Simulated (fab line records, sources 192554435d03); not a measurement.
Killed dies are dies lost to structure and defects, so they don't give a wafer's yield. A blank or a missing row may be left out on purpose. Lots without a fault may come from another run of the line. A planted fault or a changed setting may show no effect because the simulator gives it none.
A struck lot beside a sound one | flow n5_finfet | 24 steps out of a route of 1938
Sound: wafers L688.3, L688.4, L688.6. Struck: wafers L695.1, L695.2, L695.3. The cause comes at the end.
At each step with rows: each side's tool, then ch and its chambers, then its first start. Under that, the readings that differ: sound wafers | struck wafers | difference of the means | sigmas: that difference in standard deviations of wafers without a fault.
alike: readings whose means differ by less than 2 such deviations, and words and numbers that are the same on both sides. not compared: withheld readings, readings that some wafer has no value for, bounds like >300 that may hide the same value, and numbers for which the record gives no deviation and whose values overlap.
The two part at a step that has a row with sigmas, a row that says differs or no value, or rows on one side only. Numbers that don't overlap but have no deviation are shown without sigmas and don't part them. A reading that every wafer of one side lacks parts them only if that side has two wafers or more.

first, 9 steps without rows for these wafers: N5_MOL_CONTACT_COAG_SRD_126 (dry time 32 s); N5_MOL_CONTACT_COAG_CMP_23 (polishes, stops on SiO2, t overpolish 1.5 s, target thk 0 nm); N5_MOL_CONTACT_COAG_WET_ETCH_26 (target Co, target depth 13 nm); N5_MOL_CONTACT_COAG_WET_ETCH_116 (etches the open film in SC1-inhibited, target depth 4.6 nm, rinse time 30 s); N5_MOL_CONTACT_COAG_ALD_27 (deposits SiOC, target thk 17 nm, pulse time 1.5 s, time 2720 s); N5_MOL_CONTACT_COAG_CMP_28 (polishes, stops on SiNx, t overpolish 0.85 s, target thk 14.522 nm); N5_MOL_CONTACT_COAG_ALD_123 (deposits SiNx, target thk 5 nm, pulse time 1 s, purge time 2 s); N5_MOL_CONTACT_COAG_PECVD_31 (deposits SiO2 from TEOS/O2, target thk 46 nm, time 8.9 s); N5_MOL_CONTACT_COAG_COAT_75 (time 60 s, resist thk 60 nm).
N5_MOL_CONTACT_COAG_COAT_76: time 60 s, resist thk 10 nm.
  sound on litho_track-02 ch 0, day 6 00:43; struck on litho_track-02 ch 0, day 7 16:22
  reading                                             | sound                | struck               | difference | sigmas
  spin_speed_rpm (rpm)                                | 1499.9 1499.4 1500.9 | 1641.8 1643.5 1644.6 | +143.2     | +99 or more
  model.SiARC_of_MOL_CONTACT_COAG_COAT_76.thk_nm (nm) | 10 10 10             | 9.6 9.6 9.6          | -0.4       |
then, 9 steps without rows for these wafers: N5_MOL_CONTACT_COAG_COAT_77 (time 60 s, resist thk 10 nm); N5_MOL_CONTACT_COAG_COAT_78 (resist thk 40 nm); N5_MOL_CONTACT_COAG_EBR_80; N5_MOL_CONTACT_COAG_SOFTBAKE_79 (time 60 s); N5_MOL_CONTACT_COAG_EXPOSE_81 (exposes mask VG, defocus 0 nm); N5_MOL_CONTACT_COAG_PEB_82 (peb time 60 s); N5_MOL_CONTACT_COAG_DEVELOP_83 (develop time 30 s); N5_MOL_CONTACT_COAG_DESCUM_88 (chemistry O2, time 7 s); N5_MOL_CONTACT_COAG_ETCH_89 (etches underlayer in N2/H2, target depth 13 nm, time 10.4 s).
N5_MOL_CONTACT_COAG_ETCH_90: etches SiARC in CF4, target depth 13 nm, time 21.7 s.
  sound on rie_diel-04 ch 0,3, day 6 01:17; struck on rie_diel-03 ch 0,2,3, day 7 16:58
  reading                                               | sound             | struck            | difference | sigmas
  model.etch.depth_nm (nm)                              | 10.01 10.03 10.04 | 9.573 9.564 9.582 | -0.454     |
  model.CAR-EUV_of_MOL_CONTACT_COAG_COAT_78.thk_nm (nm) | 17 17 17          | 17.4 17.4 17.4    | +0.4       |
  alike: drypump_motor_current_A, etch_rf_on_time_s, oes_product_au, rf_vpp_V, showerhead_plenum_p_Torr, throttle_valve_pct
  not compared: rf_hours_counter_h
then, 1 step without rows for these wafers: N5_MOL_CONTACT_COAG_ALD_131 (deposits SiO2, target thk 5 nm, pulse time 1 s, co reactant pulse time 1 s).
N5_MOL_CONTACT_COAG_ETCHBACK_132: etches SiO2 in CHF3, target depth 10 nm, time 6.7 s.
  sound on rie_diel-04 ch 0,3, day 6 01:33; struck on rie_diel-04 ch 0,2,3, day 7 17:21
  reading                                               | sound          | struck   | difference | sigmas
  model.CAR-EUV_of_MOL_CONTACT_COAG_COAT_78.thk_nm (nm) | 15.6 15.6 15.6 | 16 16 16 | +0         |
  alike: drypump_motor_current_A, oes_product_au, rf_vpp_V, showerhead_plenum_p_Torr, throttle_valve_pct
  not compared: rf_hours_counter_h
N5_MOL_CONTACT_COAG_ETCH_91: etches SOC in N2/H2, target depth 60 nm, overetch 21 nm, time 101.2 s.
  sound on rie_diel-04 ch 0,3, day 6 01:35; struck on rie_diel-04 ch 0,2,3, day 7 17:23
  reading                                             | sound       | struck      | difference | sigmas
  model.SiARC_of_MOL_CONTACT_COAG_COAT_76.thk_nm (nm) | 5.8 5.8 5.8 | 5.4 5.4 5.4 | -0.4       |
  alike: drypump_motor_current_A, oes_product_au, rf_vpp_V, showerhead_plenum_p_Torr, throttle_valve_pct
  not compared: rf_hours_counter_h
then, 1 step without rows for these wafers: N5_MOL_CONTACT_COAG_STRIP_92 (strips in N2/H2).

WHERE THEY PART
Only at N5_MOL_CONTACT_COAG_COAT_76, within this record. Later steps at which nothing parts them and some readings are alike: N5_MOL_CONTACT_COAG_ETCH_90, N5_MOL_CONTACT_COAG_ETCHBACK_132, N5_MOL_CONTACT_COAG_ETCH_91.

WHY: what the simulator had put in
Process parameter drift: litho_track-02, from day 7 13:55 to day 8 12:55, at N5_MOL_CONTACT_COAG_COAT_76. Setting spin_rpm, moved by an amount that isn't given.
